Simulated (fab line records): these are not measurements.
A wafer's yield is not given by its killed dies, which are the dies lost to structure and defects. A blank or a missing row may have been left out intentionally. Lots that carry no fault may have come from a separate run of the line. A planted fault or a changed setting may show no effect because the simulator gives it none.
Which of the tools did it? / flow nand-harc / 30 wafers from 10 lots sampled at 4 of the route's 1302 steps

WHAT EACH GAUGE READ, for each wafer
NHARC_P_M1_CD_MEAS_09 targets a cd of 130 nm.
lot=L301; measured=day 6 09:29; on=cd-sem-03; cd-nm (nm)=129.9 129.5 129.4
lot=L302; measured=day 6 13:06; on=cd-sem-01; cd-nm (nm)=130.3 129.2 130.6
lot=L303; measured=day 7 06:07; on=cd-sem-02; cd-nm (nm)=130.3 129.8 130.1
lot=L304; measured=day 7 07:47; on=cd-sem-03; cd-nm (nm)=130.2 130.5 129.5
lot=L306; measured=day 8 09:37; on=cd-sem-03; cd-nm (nm)=129.1 129.1 129.2
lot=L307; measured=day 8 17:02; on=cd-sem-01; cd-nm (nm)=130.8 131.1 131.2
lot=L311; measured=day 10 05:49; on=cd-sem-03; cd-nm (nm)=131.2 130.8 130.1
lot=L313; measured=day 11 03:54; on=cd-sem-01; cd-nm (nm)=130.5 131.2 131.3
lot=L322; measured=day 15 10:16; on=cd-sem-03; cd-nm (nm)=124.3 123.9 123.1
lot=L324; measured=day 16 06:49; on=cd-sem-03; cd-nm (nm)=123.6 123.1 123.1

EACH LOT AND THE TOOL THAT RAN IT (in order: tool; ch and the chambers of the sampled wafers; start)
lot=L301; NHARC_P_M0_DESCUM_14=rie-diel-04 ch 0,1,3, day 6 05:39; NHARC_P_M0_ANNEAL_30=rtp-anneal-02 ch 0, day 6 07:20; NHARC_P_M1_EXPOSE_06=arfi-scanner-03 ch 0, day 6 09:22
lot=L302; NHARC_P_M0_DESCUM_14=rie-diel-02 ch 2,3, day 6 08:47; NHARC_P_M0_ANNEAL_30=rtp-anneal-02 ch 0, day 6 10:32; NHARC_P_M1_EXPOSE_06=arfi-scanner-03 ch 0, day 6 12:58
lot=L303; NHARC_P_M0_DESCUM_14=rie-diel-04 ch 0,1,3, day 7 02:23; NHARC_P_M0_ANNEAL_30=rtp-anneal-02 ch 0, day 7 04:02; NHARC_P_M1_EXPOSE_06=arfi-scanner-03 ch 0, day 7 05:58
lot=L304; NHARC_P_M0_DESCUM_14=rie-diel-05 ch 0,3, day 7 03:49; NHARC_P_M0_ANNEAL_30=rtp-anneal-01 ch 0, day 7 05:37; NHARC_P_M1_EXPOSE_06=arfi-scanner-02 ch 0, day 7 07:38
lot=L306; NHARC_P_M0_DESCUM_14=rie-diel-04 ch 0,1, day 8 05:52; NHARC_P_M0_ANNEAL_30=rtp-anneal-01 ch 0, day 8 07:32; NHARC_P_M1_EXPOSE_06=arfi-scanner-03 ch 0, day 8 09:29
lot=L307; NHARC_P_M0_DESCUM_14=rie-diel-05 ch 0,3, day 8 12:56; NHARC_P_M0_ANNEAL_30=rtp-anneal-02 ch 0, day 8 14:49; NHARC_P_M1_EXPOSE_06=arfi-scanner-02 ch 0, day 8 16:53
lot=L311; NHARC_P_M0_DESCUM_14=rie-diel-04 ch 0,1,2, day 10 01:58; NHARC_P_M0_ANNEAL_30=rtp-anneal-01 ch 0, day 10 03:43; NHARC_P_M1_EXPOSE_06=arfi-scanner-01 ch 0, day 10 05:41
lot=L313; NHARC_P_M0_DESCUM_14=rie-diel-02 ch 1,3, day 11 00:02; NHARC_P_M0_ANNEAL_30=rtp-anneal-02 ch 0, day 11 01:41; NHARC_P_M1_EXPOSE_06=arfi-scanner-01 ch 0, day 11 03:46
lot=L322; NHARC_P_M0_DESCUM_14=rie-diel-04 ch 0,2,3, day 15 06:25; NHARC_P_M0_ANNEAL_30=rtp-anneal-01 ch 0, day 15 08:04; NHARC_P_M1_EXPOSE_06=arfi-scanner-02 ch 0, day 15 10:08
lot=L324; NHARC_P_M0_DESCUM_14=rie-diel-05 ch 1,2,3, day 16 02:34; NHARC_P_M0_ANNEAL_30=rtp-anneal-01 ch 0, day 16 04:23; NHARC_P_M1_EXPOSE_06=arfi-scanner-02 ch 0, day 16 06:40
- NHARC_P_M0_DESCUM_14: chemistry O2, time 3 s.
- NHARC_P_M0_ANNEAL_30: time 90 s.
- NHARC_P_M1_EXPOSE_06: exposes mask P M1, target cd 130 nm.

THE ANSWER, worked out from the rows above alone
Rule: the usual values come from the lots themselves. The widest of any qualifying gaps counts: lots, ordered by their means at a reading, are off when they make up no more than a third of the lots, leave a main group of 4 or more, and stand apart from it by 3 or more times the standard deviation of that group's means. A main group whose means are all the same, to the digits that the tables above print for the reading, isn't used. A lot without any number at a reading at which 4 lots or more have one is off too. Where the step has rows for the other lots, those lots are counted as sound.
Off: L322, L324 (NHARC_P_M1_CD_MEAS_09, cd-nm). Mean 130.2 nm and standard deviation 0.63 in the main group.
If a tool, at a process step before that reading, ran all the lots that are off and no sound lot after the first of them, it fits. The gauges at NHARC_P_M1_CD_MEAS_09 are tried like those tools. Can't be told from this: 3 tools fit, rtp-anneal-01 at NHARC_P_M0_ANNEAL_30, arfi-scanner-02 at NHARC_P_M1_EXPOSE_06, cd-sem-03 at NHARC_P_M1_CD_MEAS_09.

WHAT THE SIMULATOR HAD PUT IN
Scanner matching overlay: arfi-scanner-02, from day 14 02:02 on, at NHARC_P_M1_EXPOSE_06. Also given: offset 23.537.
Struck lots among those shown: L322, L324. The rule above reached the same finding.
